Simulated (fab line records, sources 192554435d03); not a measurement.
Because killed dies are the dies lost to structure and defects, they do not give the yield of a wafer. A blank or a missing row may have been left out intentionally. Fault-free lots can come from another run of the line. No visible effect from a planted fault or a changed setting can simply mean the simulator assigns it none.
Comparing a struck lot with a sound one ; flow n5 finfet ; 16 out of 1938 route steps
Sound: the wafers L982.3, L982.6. Struck: wafer L971.2 (left out: L971.4, a lot-mate that was not struck); the cause follows at the end.
Order at every step that has rows: each side's tool, ch and its chambers, its first start. Under that, the readings that differ: sound wafers ; struck wafers ; difference of the means ; sigmas: that difference in standard deviations of wafers without a fault.
alike: same words and numbers on both sides, and readings whose means sit less than 2 such deviations apart. not compared: any withheld reading, any reading some wafer has no value for, any bound like >300 that may hide the same value, and any number with overlapping values for which the record gives no deviation.
The two part at a step that has a row with sigmas, a row that says differs or no value, or rows on one side only. When numbers do not overlap yet have no deviation, they are printed without sigmas and do not part them. A reading missing from all wafers of one side parts the sides only when that side holds two or more wafers.

N5_BEOL_M2_SPUTTER_92: material Cu, target thk 4.5 nm, time 8.29 s.
  sound on pvd sputter-01, day 12 06:44; struck on pvd sputter-03, day 9 10:44
reading;sound;struck;difference;sigmas
throttle valve pct (%);29.5 28.7;33.7;+4.6;+3
  alike: chamber pressure pa
N5_BEOL_M2_ANNEAL_93: time 240 s.
  sound on pvd sputter-01, day 12 06:49; struck on pvd sputter-03, day 9 10:49
  alike: heater power w
then, 1 step without rows for these wafers: N5_BEOL_M2_SPUTTER_94 (material Cu, target thk 4.5 nm, time 8.29 s).
N5_BEOL_M2_ANNEAL_95: time 240 s.
  sound on pvd sputter-01, day 12 07:02; struck on pvd sputter-03, day 9 11:02
  alike: heater power w
N5_BEOL_M2_SPUTTER_96: material Cu, target thk 4.5 nm, time 8.29 s.
  sound on pvd sputter-01, day 12 07:10; struck on pvd sputter-03, day 9 11:10
reading;sound;struck;difference;sigmas
throttle valve pct (%);29.7 28.9;33.6;+4.3;+3
  alike: chamber pressure pa
then, 1 step without rows for these wafers: N5_BEOL_M2_ECD_50 (material Cu, target thk 300 nm).
N5_BEOL_M2_ANNEAL_51: time 90 s.
  sound on rtp anneal-02 ch 0, day 12 07:28; struck on rtp anneal-02 ch 0, day 9 11:57
  alike: wafer_temp_C_max
then, 1 step without rows for these wafers: N5_BEOL_M2_CMP_52 (polishes, stops on SiOC, t overpolish 6.8 s, target thk 40 nm).
N5_BEOL_M2_THK_MEAS_53: measures by xrf.
  sound on film metro-01, day 12 08:06; struck on film metro-01, day 9 12:30
  alike: M2_THK
then, 3 steps without rows for these wafers: N5_BEOL_M2_PRE_CLEAN_60 (time 15 s); N5_BEOL_M2_CO_CAP_55 (material Co, precursor CCTBA/H2, target thk 2 nm, time 102.1 s); N5_BEOL_M2_PRE_CLEAN_56 (time 15 s).
N5_BEOL_M2_DEP_57: deposits SiCN from 3MS/NH3, target thk 8 nm, time 14 s.
  sound on pecvd-02 ch 0,1, day 12 08:19; struck on pecvd-03 ch 2, day 9 12:41
reading;sound;struck;difference;sigmas
model.SiCN_of_BEOL_M2_DEP_57.thk nm (nm);8.2 8.2;8.6;+0.4;
  alike: rf fwd power W, showerhead plenum p Torr, throttle valve pct
N5_BEOL_M2_RS_MEAS_58: a four-point-probe measurement.
  sound on film metro-01, day 12 08:23; struck on film metro-01, day 9 12:46
  alike: M2_RS
N5_BEOL_M4_RC_MEAS_101:
  sound on prober-02 ch 0, day 13 17:32; struck on prober-01 ch 0, day 11 08:10
reading;sound;struck;difference;sigmas
IOFF_P (nA/um);0.20 0.19;0.26;+0.07;+2
SS_N (mV/dec);71.4 71.0;72.5;+1.3;+2
VT_N (mV);254 252;246;-7;-2
  alike: DIBL_N, DIBL_P, IOFF_N, ION_N, ION_P, SS_P, VT_P
-- a jump in the record: the struck wafers' starts before and after are 5 days apart (it breaks off in module BEOL_M4 and resumes in module PASSIVATION, where the first step shown is number 1936 of the route) --
N5_PASSIVATION_PROBE_49:
  sound on prober-01, day 18 01:04; struck on prober-02, day 16 02:38
reading;sound;struck;difference;sigmas
killed at contacts;29 19;4;-20;-3
  alike: defect limited yield, killed_at_M0_to_M3, killed_at_M4_up, killed at front end, killed at other, killed dies, killed open, killed short, sort_bin_5_function, sort_bin_6_memory, sort_bin_8_speed, sort n pass, sort yield pct

WHERE THEY PART
First at N5_BEOL_M2_SPUTTER_92; last, within this record, at N5_PASSIVATION_PROBE_49.

WHY: whatever the simulator had introduced
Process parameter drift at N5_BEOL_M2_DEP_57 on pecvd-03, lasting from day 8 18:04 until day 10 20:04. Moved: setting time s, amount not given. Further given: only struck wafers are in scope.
